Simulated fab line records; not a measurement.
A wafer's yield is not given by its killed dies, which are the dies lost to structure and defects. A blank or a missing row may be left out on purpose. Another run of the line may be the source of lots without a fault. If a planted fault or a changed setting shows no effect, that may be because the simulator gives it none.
Chamber matching + flow nandHarc + 4 sister chambers for NHARC_A_STAIRCASE_TRIM_12 on rieDiel-09
The step chemistry O2, time 211.2 s. 8 wafers are shown with their chamber, then 8 later ones without.

## EACH WAFER AND ITS CHAMBER
| wafer  | chamber | drypumpMotorCurrentA (A) | showerheadPlenumPTorr (Torr) |
|--------|---------|--------------------------|------------------------------|
| L526.5 | 0       | 4.9                      | 3.52                         |
| L531.6 | 2       | 6.2                      | 3.49                         |
| L533.4 | 3       | 6.0                      | 3.26                         |
| L533.6 | 1       | 5.8                      | 3.78                         |
| L536.1 | 1       | 5.8                      | 3.78                         |
| L536.4 | 0       | 5.0                      | 3.51                         |
| L536.5 | 3       | 6.0                      | 3.81                         |
| L539.2 | 2       | 6.2                      | 3.48                         |

## WAFERS WHOSE CHAMBER IS MISSING
| wafer  | drypumpMotorCurrentA (A) | showerheadPlenumPTorr (Torr) |
|--------|--------------------------|------------------------------|
| L539.3 | 6.0                      | 3.80                         |
| L539.6 | 6.0                      | 3.80                         |
| L541.2 | 6.2                      | 3.47                         |
| L541.3 | 4.9                      | 3.50                         |
| L541.6 | 6.2                      | 3.47                         |
| L542.3 | 5.8                      | 3.76                         |
| L542.4 | 4.9                      | 3.49                         |
| L542.5 | 6.0                      | 3.79                         |

## CHAMBER TAKEN BY EACH
| wafer  | from the rows above | in truth |
|--------|---------------------|----------|
| L539.3 | 3                   | 3        |
| L539.6 | 3                   | 3        |
| L541.2 | 2                   | 2        |
| L541.3 | 0                   | 0        |
| L541.6 | 2                   | 2        |
| L542.3 | 1                   | 1        |
| L542.4 | 0                   | 0        |
| L542.5 | 3                   | 3        |
Correct placement for 8 of the 8. Can't be placed from these rows: 0. Wrongly placed: 0.
How it was worked out, from the rows above alone: a wafer's distance from a chamber is the root of the sum, over the readings, of the square of ((its reading less the chamber's mean) divided by the reading's scatter). If the next closest chamber is less than 2 further off than the closest, the wafer can't be placed; otherwise it belongs to the closest. For every chamber, the mean is computed from those of its wafers that are shown. The scatter: take each reading less its chamber's mean, square it, sum over the shown wafers, divide by the number of wafers less the number of chambers, and take the root.
